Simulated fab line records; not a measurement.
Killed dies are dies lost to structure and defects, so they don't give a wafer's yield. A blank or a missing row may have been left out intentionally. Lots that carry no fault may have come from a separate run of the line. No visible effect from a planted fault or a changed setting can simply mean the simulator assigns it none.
fab line records	flow n5_finfet
[record] lots = 5	wafers = 15	last_day = 15
route steps=1938 shown BEOL_M0_SAQP@668 BEOL_M0_CUTY@701 BEOL_M4@1111 PASSIVATION@1936
lots with no fault: from the same line, run without faults
start_h: the number of hours between the record's first day and the start of the first shown wafer of the lot	wait_h: hours since the lot's step before	" the same as in the row above	L1.1+2: a single row standing in for several wafers	- no value present, or no start provided	* or withheld: withheld	< > ~ a bound
route shown NAME@n: a module of which the file shows steps, and the number in the route of the first	usual: average and standard deviation across the fault-free wafers	same: alike in all rows	chamber/n: place in a boat	sites: per-site readings	_std_site: how widely they spread, as a standard deviation	_edge_site: inner sites' mean taken away from outer sites' mean	radius_mm: for every site, how far away it sits from the centre of the wafer	mask NAME#n: copy n	behind: the last tool/chamber to shape the wafer	hold: why the lot was held/for how many hours/how that ended	device: transistor that didn't switch, given as n, p or np	end of line: tests run on the same wafers once the route is complete	a step given without rows: its recipe and nothing more	killed: the dies lost at the first sort to structure and to defects; this is not the yield of the wafer	map: per-die view of a wafer (x killed, . not killed, _ where there is no die)
set.NAME: the setting as run; set.NAME@STEP: as run at that earlier step	model.NAME: the simulator's own value behind a step, which no gauge read
a table for each step, a row for each wafer; lots at some steps of the route
services: when a tool's chamber went out of use (start_h, in hours from the record's first day, below 0 if earlier), for how many hours, and the reason
[[steps]]
[step N5_BEOL_M0_SAQP_ETCH_102]
[recipe] chemistry = CF4	target = SiO2	target_depth_a = 40	ion_energy_ev = 350	time_s = 4.4	pressure_mtorr = 10	icp_w = 800	bias_w = 400	cf4_flow_sccm = 80
[step N5_BEOL_M0_SAQP_MANDREL_ETCH_103]
[recipe] chemistry = HBr/Cl2	target = a-Si	target_depth_a = 450	bt_time_s = 10	stop_on = SiCN	mask_material = SiO2	over_etch_frac = 0.8	time_s = 27	pressure_mtorr = 10	icp_w = 800	bias_w = 75	HBr_flow_sccm = 150	Cl2_flow_sccm = 80	ends = end_point
[step N5_BEOL_M0_SAQP_RECESS_104]
[recipe] chemistry = HF/NH3	target = SiO2	target_depth_a = 180	afs_cycles = 3	temp_c = 30	sublimation_temp_c = 180	sublimation_time_s = 60
[step N5_BEOL_M0_SAQP_COAT_105]
[recipe] resist = SOC	temp_c = 250	time_s = 60	spin_rpm = 1500	resist_thk_nm = 100
[step N5_BEOL_M0_SAQP_ETCH_106]
[recipe] chemistry = N2/H2	target = SOC	target_depth_a = 1500	stop_on = SiNx	ion_energy_ev = 100	bias_w = 61	pressure_mtorr = 30	source_w = 850	n2_flow_sccm = 200	h2_flow_sccm = 200
[step N5_BEOL_M0_SAQP_ETCH_107]
[recipe] chemistry = CH3F/O2	target = SiNx	target_depth_a = 300	mask_material = SOC	pressure_mtorr = 30	source_w = 395	bias_w = 73	Ar_flow_sccm = 150	CH3F_flow_sccm = 30	O2_flow_sccm = 20	ion_energy_ev = 120
[step N5_BEOL_M0_SAQP_STRIP_108]
[recipe] chemistry = N2/H2	power_w = 500	temp_c = 40	pressure_mtorr = 50	rf_frequency_hz = 6e+07	overash_fraction = 0.3	bias_power_w = 28	h2_frac = 0.5	n2_flow_sccm = 300	h2_flow_sccm = 300
[step N5_BEOL_M0_SAQP_RECESS_109]
[recipe] chemistry = HF/NH3	target = SiO2	target_depth_a = 30	afs_cycles = 1	temp_c = 30	sublimation_temp_c = 180	sublimation_time_s = 60
[step N5_BEOL_M0_SAQP_SPACER2_ALD_26]
[recipe] material = SiO2	target_thk_a = 150	temp_c = 300	ald_precursor_family = BDEAS	ald_co_reactant = O2-plasma	pulse_time_s = 1	purge_time_s = 2	co_reactant_purge_time_s = 2	pressure_torr = 2
[step N5_BEOL_M0_SAQP_SPACER2_ETCHBACK_27]
[recipe] chemistry = CHF3/O2	mode = anisotropic_etchback	target = SiO2	target_depth_a = 225	time_s = 11.25	pressure_mtorr = 30	source_w = 650	bias_w = 170	Ar_flow_sccm = 200	CHF3_flow_sccm = 50	O2_flow_sccm = 5	ion_energy_ev = 200
[step N5_BEOL_M0_SAQP_MANDREL2_REMOVE_110]
[recipe] chemistry = HBr/Cl2/O2	bt_time_s = 10	target = a-Si	stop_on = SiCN	endpoint = OES-SiCl	over_etch_frac = 1	icp_w = 600	bias_w = 30	HBr_flow_sccm = 150	Cl2_flow_sccm = 80	O2_flow_sccm = 5	pressure_mtorr = 10
[step N5_BEOL_M0_SAQP_COAT_69]
[recipe] resist = SOC	temp_c = 250	time_s = 60	spin_rpm = 1500	resist_thk_nm = 90
[usual] plate_temp_C = 249.97/0.16	spin_speed_rpm = 1500.0/0.9
[same] time_s = 60
lot.wafer	tool	chamber	start_h	wait_h	plate_temp_C	spin_speed_rpm	model.SOC_of_BEOL_M0_SAQP_COAT_69.thk_nm
L687.1	litho_track-05	0	160.86	0.0	249.86	1499.4	89.8
L687.2	"	0	"	"	249.72	1498.8	90
L687.5	"	0	"	"	249.87	1501.0	90
L690.1	litho_track-05	0	179.71	0.0	249.77	1463.0	91.2
L690.3	"	0	"	"	249.87	1464.0	91
L690.5	"	0	"	"	249.99	1464.2	91.2
L692.3	litho_track-02	0	187.85	0.0	250.09	1498.9	90.2
L692.4	"	0	"	"	250.02	1499.8	89.8
L692.6	"	0	"	"	249.99	1499.7	90
L693.2	litho_track-05	0	192.37	0.0	249.88	1463.7	90.6
L693.3	"	0	"	"	249.92	1464.3	90.8
L693.6	"	0	"	"	250.04	1462.9	90.6
L694.2	litho_track-05	0	197.61	0.0	249.81	1465.0	91.2
L694.3	"	0	"	"	250.08	1464.6	91.2
L694.5	"	0	"	"	249.86	1465.0	91.2
[step N5_BEOL_M0_SAQP_COAT_72]
[recipe] resist = SiARC	temp_c = 220	time_s = 60	spin_rpm = 1500	resist_thk_nm = 15
[step N5_BEOL_M0_SAQP_COAT_87]
[recipe] resist = underlayer	temp_c = 205	time_s = 60	spin_rpm = 1500	resist_thk_nm = 5
[step N5_BEOL_M0_SAQP_COAT_34]
[recipe] resist = CAR-EUV	spin_rpm = 1500	resist_thk_nm = 30
[step N5_BEOL_M0_SAQP_EBR_36]
[recipe] solvent = PGMEA	ebr_width_mm = 1.5
[step N5_BEOL_M0_SAQP_SOFTBAKE_35]
[recipe] temp_c = 110	time_s = 60	resist = CAR-EUV
[step N5_BEOL_M0_SAQP_EXPOSE_37]
[recipe] mask_id = M0_CUT1	na = 0.33	source_shape = annular	sigma_inner = 0.35	sigma_outer = 0.8	polarization = unpolarized	target_cd_nm = 30	dose_mj = 44.75
[step N5_BEOL_M0_SAQP_PEB_38]
[recipe] peb_temp_c = 100	peb_time_s = 60	resist = CAR-EUV
[step N5_BEOL_M0_SAQP_DEVELOP_39]
[recipe] develop_time_s = 30	developer = TMAH	resist = CAR-EUV	rinse_liquid = surfactant_rinse	dry = air_spin	dev_temp_c = 23
[step N5_BEOL_M0_SAQP_DESCUM_45]
[recipe] chemistry = O2	time_s = 7	source_power_w = 50	bias_power_w = 20	pressure_mtorr = 20	rf_frequency_hz = 2.712e+07	temp_c = 40	resist = CAR-EUV	o2_flow_sccm = 225
[step N5_BEOL_M0_SAQP_ETCH_88]
[recipe] chemistry = N2/H2	target = underlayer	target_depth_a = 65	time_s = 5.2	ion_energy_ev = 200	mask_material = CAR-EUV	pressure_mtorr = 30	source_w = 840	bias_w = 150	n2_flow_sccm = 200	h2_flow_sccm = 200	ends = cleared
[step N5_BEOL_M0_SAQP_ETCH_73]
[recipe] chemistry = CF4	target = SiARC	target_depth_a = 195	mask_material = CAR-EUV	time_s = 32.5	ion_energy_ev = 80	pressure_mtorr = 40	source_w = 545	bias_w = 36	Ar_flow_sccm = 100	cf4_flow_sccm = 100	ends = cleared
[step N5_BEOL_M0_SAQP_CUT_ETCH_46]
[recipe] chemistry = N2/H2	target = SOC	target_depth_a = 1350	overetch_a = 270	temp_c = 40	time_s = 202.5	ion_energy_ev = 200	mask_material = SiARC	pressure_mtorr = 30	source_w = 840	bias_w = 150	n2_flow_sccm = 200	h2_flow_sccm = 200
[step N5_BEOL_M0_SAQP_STRIP_74]
[recipe] chemistry = N2/H2	temp_c = 40	n2_flow_sccm = 200	h2_flow_sccm = 200	rf_frequency_hz = 6e+07
[step N5_BEOL_M0_SAQP_STRIP_89]
[recipe] chemistry = N2/H2	temp_c = 40	n2_flow_sccm = 200	h2_flow_sccm = 200	rf_frequency_hz = 6e+07
[step N5_BEOL_M0_SAQP_ALD_48]
[recipe] material = SiO2	target_thk_a = 200	temp_c = 100	ald_precursor_family = BDEAS	ald_co_reactant = O2-plasma	pulse_time_s = 1	co_reactant_pulse_time_s = 1	purge_time_s = 2	co_reactant_purge_time_s = 2	ald_cycles = 139	pressure_torr = 2
[step N5_BEOL_M0_SAQP_ETCH_49]
[recipe] chemistry = CF4/O2	target_depth_a = 370	target = SiO2	pressure_mtorr = 40	source_w = 535	bias_w = 49	Ar_flow_sccm = 100	cf4_flow_sccm = 100	O2_flow_sccm = 10	ion_energy_ev = 100
[usual] drypump_motor_current_A = 5.6/0.36	oes_product_au = 0.79/0.084	rf_fwd_power_W = 533.3/1.8	rf_vpp_V = 242/6.3	showerhead_plenum_p_Torr = 2.23/0.077	throttle_valve_pct = 15.96/0.14
lot.wafer	tool	chamber	start_h	wait_h	drypump_motor_current_A	oes_product_au	rf_fwd_power_W	rf_hours_counter_h	rf_vpp_V	showerhead_plenum_p_Torr	throttle_valve_pct	model.SOC_of_BEOL_M0_SAQP_COAT_69.thk_nm
L687.1	rie_diel-05	2	162.37	0.4	5.7	0.75	533.2	146	231	2.10	15.99	71
L687.2	"	3	"	"	5.3	0.74	534.6	167	241	2.13	15.93	70.6
L687.5	"	0	"	"	5.0	0.67	530.7	-	248	2.26	16.39	70.8
L690.1	rie_diel-05	1	181.45	0.7	6.2	0.83	530.8	82	244	2.22	15.89	71.6
L690.3	"	2	"	"	5.6	0.75	531.8	151	229	2.10	16.00	71.8
L690.5	"	1	"	"	6.2	0.81	531.9	-	243	2.22	15.89	72
L692.3	rie_diel-02	2	189.20	0.3	5.7	0.75	533.2	157	253	2.29	15.87	70.8
L692.4	"	3	"	"	5.7	0.92	533.0	17	238	2.36	15.76	70.2
L692.6	"	2	"	"	5.7	0.75	534.1	-	252	2.29	15.88	70.6
L693.2	rie_diel-04	1	193.84	0.3	5.0	0.74	534.2	150	248	2.30	15.98	71.8
L693.3	"	3	"	"	5.4	0.67	531.7	232	245	2.17	16.21	71.8
L693.6	"	3	"	"	5.4	0.67	535.2	-	246	2.17	16.19	71.6
L694.2	rie_diel-04	3	199.07	0.3	5.3	0.67	533.4	233	244	2.17	16.21	72.2
L694.3	"	0	"	"	5.5	0.73	531.6	196	250	2.29	15.80	72
L694.5	"	3	"	"	5.4	0.67	536.3	-	242	2.17	16.20	72.2
[step N5_BEOL_M0_SAQP_STRIP_75]
[recipe] chemistry = CF4	resist = SiARC	power_w = 300	bias_power_w = 75	pressure_mtorr = 50	cf4_flow_sccm = 150	rf_frequency_hz = 6e+07
[step N5_BEOL_M0_CUTY_COAT_50]
[recipe] resist = SiARC	temp_c = 220	time_s = 60	spin_rpm = 1500	resist_thk_nm = 15
[step N5_BEOL_M0_CUTY_COAT_51]
[recipe] resist = CAR-ArF-block	spin_rpm = 1500	resist_thk_nm = 150
[step N5_BEOL_M0_CUTY_EBR_52]
[recipe] solvent = PGMEA	ebr_width_mm = 1.5
[step N5_BEOL_M0_CUTY_SOFTBAKE_53]
[recipe] temp_c = 110	time_s = 60	resist = CAR-ArF-block
[step N5_BEOL_M0_CUTY_EXPOSE_54]
[recipe] mask_id = M0_ABLK	na = 1.35	source_shape = conventional	sigma_outer = 0.8	polarization = unpolarized	dose_mj = 36
[step N5_BEOL_M0_CUTY_PEB_55]
[recipe] peb_temp_c = 110	peb_time_s = 60	resist = CAR-ArF-block
[step N5_BEOL_M0_CUTY_DEVELOP_56]
[recipe] develop_time_s = 30	developer = TMAH	resist = CAR-ArF-block	rinse_liquid = diw	dry = air_spin	dev_temp_c = 23
[step N5_BEOL_M0_CUTY_ETCH_63]
[recipe] chemistry = N2/H2	target = SOC	target_depth_a = 827	overetch_a = 165	mask_material = SiARC	temp_c = 40	ion_energy_ev = 200	time_s = 124	pressure_mtorr = 30	source_w = 840	bias_w = 150	n2_flow_sccm = 200	h2_flow_sccm = 200
[usual] drypump_motor_current_A = 5.6/0.35	oes_product_au = 0.63/0.048	rf_fwd_power_W = 837.0/2.5	rf_vpp_V = 524.7/1.9	showerhead_plenum_p_Torr = 2.57/0.07	throttle_valve_pct = 17.9/0.3
[same] time_s = 124
lot.wafer	tool	chamber	start_h	wait_h	drypump_motor_current_A	oes_product_au	rf_fwd_power_W	rf_hours_counter_h	rf_vpp_V	showerhead_plenum_p_Torr	throttle_valve_pct	model.etch.depth_nm
L687.1	rie_diel-06	1	163.04	0.0	5.6	0.58	839.3	223	525.7	2.60	18.1	70.91
L687.2	"	3	"	"	5.1	0.59	836.7	175	527.4	2.65	18.4	70.61
L687.5	"	3	"	"	5.1	0.59	840.9	-	527.4	2.65	18.4	70.8
L690.1	rie_diel-03	3	182.11	0.0	5.1	0.61	840.7	163	524.6	2.55	18.0	71.61
L690.3	"	2	"	"	6.3	0.60	836.4	205	523.7	2.50	17.8	71.74
L690.5	"	1	"	"	5.8	0.65	836.8	-	525.3	2.54	17.6	72.03
L692.3	rie_diel-01	0	189.93	0.0	5.8	0.69	834.1	62	527.9	2.71	17.5	70.8
L692.4	"	1	"	"	5.5	0.63	835.4	179	527.1	2.65	18.0	70.15
L692.6	"	1	"	"	5.5	0.62	831.8	-	527.3	2.65	18.0	70.52
L693.2	rie_diel-03	3	194.50	0.0	5.2	0.60	835.3	168	523.3	2.55	18.0	71.8
L693.3	"	2	"	"	6.3	0.60	838.1	210	523.9	2.50	17.8	71.75
L693.6	"	2	"	"	6.3	0.59	841.5	-	522.9	2.50	17.7	71.68
L694.2	rie_diel-03	2	199.73	0.0	6.3	0.59	839.4	212	524.3	2.50	17.7	72.26
L694.3	"	3	"	"	5.1	0.60	835.9	171	524.3	2.55	18.0	72.09
L694.5	"	3	"	"	5.2	0.60	838.6	-	521.8	2.55	18.0	72.15
[step N5_BEOL_M4_RC_MEAS_101]
[usual] DIBL_N = 36.1/1.6	DIBL_P = 35.7/1.8	IOFF_N = 0.159/0.027	IOFF_P = 0.21/0.03	ION_N = 673/10	ION_P = 462/7.4	SS_N = 71.4/0.56	SS_P = 73.2/0.61	VT_N = 249.7/3	VT_P = -250/3.1
lot.wafer	tool	chamber	start_h	wait_h	DIBL_N[mV/V]	DIBL_P[mV/V]	IOFF_N[nA/um]	IOFF_P[nA/um]	ION_N[uA/um]	ION_P[uA/um]	SS_N[mV/dec]	SS_P[mV/dec]	VT_N[mV]	VT_P[mV]
L687.1	prober-01	0	209.83	0.0	34.9	35.3	0.137	0.20	676	471	70.3	72.6	252.1	-249
L687.2	"	0	"	"	36.3	36.4	0.147	0.20	677	464	71.5	73.2	250.0	-250
L687.5	"	0	"	"	35.4	34.5	0.136	0.18	655	451	71.0	72.6	254.1	-253
L690.1	prober-02	0	233.33	0.0	34.8	35.1	0.143	0.19	666	460	70.8	73.1	252.5	-251
L690.3	"	0	"	"	35.1	35.9	0.156	0.20	683	468	71.5	73.0	249.0	-249
L690.5	"	0	"	"	34.7	35.2	0.138	0.19	671	460	70.9	72.8	250.0	-253
L692.3	prober-02	0	245.09	0.3	36.4	37.4	0.155	0.25	675	468	72.0	73.0	252.0	-248
L692.4	"	0	"	"	36.1	37.2	0.154	0.23	668	469	71.0	73.4	251.6	-246
L692.6	"	0	"	"	33.7	34.3	0.113	0.19	646	453	70.3	73.1	257.1	-250
L693.2	prober-02	0	252.58	0.2	33.3	32.8	0.113	0.16	648	452	70.7	72.1	256.3	-254
L693.3	"	0	"	"	32.5	32.2	0.104	0.16	653	455	69.9	72.1	256.1	-254
L693.6	"	0	"	"	35.3	36.0	0.148	0.21	675	459	70.9	73.1	251.5	-251
L694.2	prober-01	0	255.44	0.2	38.8	37.8	0.196	0.23	686	465	72.3	73.6	246.6	-250
L694.3	"	0	"	"	38.3	37.8	0.196	0.21	685	455	72.3	74.2	247.3	-251
L694.5	"	0	"	"	36.5	34.4	0.146	0.18	679	463	71.3	72.9	251.6	-253
[step N5_PASSIVATION_PROBE_49]
[usual] defect_limited_yield = 91.0/1.3	killed_at_M0_to_M3 = 33/10	killed_at_M4_up = 14/5.6	killed_at_contacts = 12/5.8	killed_at_front_end = 43/11	killed_at_other = 4.1/2.8	killed_dies = 106/15	killed_open = 70/12	killed_short = 34/7.5	sort_bin_5_function = 5.3/0.88	sort_bin_6_memory = 3.3/0.64	sort_bin_8_speed = 0.00/0.016	sort_n_pass = 1074/15	sort_yield_pct = 91.0/1.3
[same] gross_dies = 1180	killed_at_back_side = 0	sort_bin_4_leakage[%] = 0
lot.wafer	tool	chamber	start_h	wait_h	defect_limited_yield[%]	killed_at_M0_to_M3	killed_at_M4_up	killed_at_contacts	killed_at_front_end	killed_at_other	killed_dies	killed_open	killed_short	sort_bin_5_function[%]	sort_bin_6_memory[%]	sort_bin_8_speed[%]	sort_n_pass	sort_yield_pct[%]
L690.5	prober-01	-	347.50	0.2	90.2	52	10	16	33	5	116	67	44	5.5	3.7	0	1064	90.2
// killed by level:class
L690.5 BEOL_M0_SAQP:geometric_particle:short=15 MOL_CONTACT_COAG:geometric_particle:open=14 STI_FIN_REVEAL:geometric_particle:open=12 BEOL_M0_SAQP:geometric_particle:open=10 BEOL_M2:geometric_particle:short=10 BEOL_M3:geometric_particle:open=8 BEOL_M1:geometric_particle:open=5 BEOL_M4:geometric_particle:open=4
[[services]]
tool	chamber	start_h	hours	kind
rie_diel-05	-	139.60	0.4	repair
rie_diel-06	2	144.85	12.2	repair
litho_track-05	-	153.06	-	consumable_replace:filter
rie_diel-03	0	170.10	5.9	repair
rie_diel-02	-	180.09	1.3	repair
rie_diel-05	0	181.45	-	clean
rie_diel-05	0	181.45	-	consumable_replace:focus_ring
rie_diel-05	0	181.45	24.0	scheduled_down
rie_diel-05	0	181.45	24.0	vent_cycle
rie_diel-03	0	190.51	-	clean
rie_diel-03	0	190.51	-	consumable_replace:focus_ring
rie_diel-03	0	190.51	12.7	scheduled_down
rie_diel-03	0	190.51	12.7	vent_cycle
rie_diel-01	0	198.22	3.0	repair
[[key]]
[first_sign] step = N5_BEOL_M0_SAQP_COAT_69	reading = spin_speed_rpm	direction = down	sigmas = 40	usual = *	struck = *
effect none on later readings
[model_effect] step = N5_BEOL_M0_SAQP_COAT_69	value = SOC_of_BEOL_M0_SAQP_COAT_69.thk_nm	without = 89.87	struck = 91
[model_effect] step = N5_BEOL_M0_SAQP_ETCH_49	value = SOC_of_BEOL_M0_SAQP_COAT_69.thk_nm	without = 70.78	struck = 71.89
[model_effect] step = N5_BEOL_M0_CUTY_ETCH_63	value = etch.depth_nm	without = 70.79	struck = 71.9
met_at N5_BEOL_M0_SAQP_COAT_69
struck_wafers L690.1,L690.3,L690.5,L693.2,L693.3,L693.6,L694.2,L694.3,L694.5
onset_between 160.86 179.71
[fault] kind = process_parameter_drift	tool = litho_track-05	chamber = -	onset_h = 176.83	steps = N5_BEOL_M0_SAQP_COAT_69	channel = spin_rpm	offset = *	shape = step	end_h = 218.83	acts_in = *	stated = *
